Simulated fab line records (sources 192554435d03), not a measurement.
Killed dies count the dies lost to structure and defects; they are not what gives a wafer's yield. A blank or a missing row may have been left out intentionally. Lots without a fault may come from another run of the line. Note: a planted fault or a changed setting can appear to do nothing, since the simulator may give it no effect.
2 desks, one fault ; flow n5Finfet ; only its own numbers are on each desk; what lay behind them is given at the end

## METROLOGY DESK
Lot by lot, what the gauges showed, no matter which tool ran the lot: averages of those sampled wafers that carry a number. Marked OUT: a lot whose mean sits more than 4 standard deviations from the usual mean, which makes it out of limits; the brackets give that distance.
Columns: A = cdNm at N5_FIN_SAQP_CD_MEAS_31, usual 8.15 nm; B = cdNm at N5_FIN_SAQP_CD_MEAS_37, usual 8.26 nm; C = cdNm at N5_STI_FIN_REVEAL_CD_MEAS_22, usual 6.4 nm
lot;first seen here;A;B;C
L680;day 2 01:58;8.13;8.33;6.3
L681;day 2 07:50;8.55;8.56;6.7
L682;day 2 14:43;8.22;8.19;6.1
L683;day 2 20:20;8.02;8.24;6.2
L684;day 3 03:50;7.98;8.04;6.3
L685;day 3 09:02;8.20;8.01;6.4
L686;day 3 15:20;8.21;8.35;6.6
L687;day 3 19:24;8.20;8.35;6.4
L689;day 4 08:41;8.12;8.23;6.0
L692;day 5 03:19;5.80 (-11) OUT;5.88 (-8.2) OUT;4.0 (-7.1) OUT
L693;day 5 09:29;5.55 (-12) OUT;5.66 (-9.0) OUT;3.5 (-8.5) OUT
L697;day 6 13:30;5.63 (-12) OUT;5.60 (-9.2) OUT;4.0 (-6.9) OUT
L700;day 7 02:01;7.96;8.76;6.7
L702;day 7 17:23;8.19;7.93;6.1
L703;day 7 23:58;8.24;8.02;6.4
This desk's finding: out of limits on L692, L693, L697; first on L692, day 5 03:19 (cdNm at N5_FIN_SAQP_CD_MEAS_31). Within limits: L680, L681, L682, L683, L684, L685, L686, L687, L689, L700, L702, L703.

## TOOL OWNER'S DESK, aldSin-02
The tool's own readings at N5_FIN_SAQP_SPACER2_ALD_28 (deposits SiO2, target thk 8.1 nm, pulse time 1 s, purge time 2 s): means of the sampled wafers that have a number, for each lot that ran on this tool. Marked OUT: a lot whose mean sits more than 4 standard deviations from the usual mean, which makes it out of limits; the brackets give that distance.
Columns: A = heaterPowerW at N5_FIN_SAQP_SPACER2_ALD_28, usual 455 W; B = precursorPulseHeightRel at N5_FIN_SAQP_SPACER2_ALD_28, usual 1.002; C = susceptorTempC at N5_FIN_SAQP_SPACER2_ALD_28, usual 300.00 C
lot;first seen here;A;B;C
L680;day 2 01:19;447;0.991;299.98
L683;day 2 19:57;444;1.001;300.06
L685;day 3 08:30;428;1.019;299.92
L687;day 3 18:38;471;0.999;300.02
L689;day 4 08:10;472;1.018;300.03
L692;day 5 02:49;438;0.986;299.94
L693;day 5 08:58;480;1.007;300.24
L697;day 6 12:52;422;0.986;299.81
This desk's verdict: no lot among the 8 shows anything out of limits.

## BROUGHT TOGETHER
L692, L693, L697 would have let the metrology desk raise an alarm at day 5 03:19.
The desk of the tool owner found nothing out of limits.
Tool owner's desk: L692, L693, L697 on record, inside its limits.
The lots listed all ran N5_FIN_SAQP_SPACER2_ALD_28 on aldSin-02.

## WHAT THE SIMULATOR HAD INSERTED
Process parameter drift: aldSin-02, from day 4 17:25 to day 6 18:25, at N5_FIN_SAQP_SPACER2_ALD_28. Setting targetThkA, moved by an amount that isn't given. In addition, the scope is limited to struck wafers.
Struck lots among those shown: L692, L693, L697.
Hours from the fault's start to each desk's first reading out of limits: the metrology desk, 10.
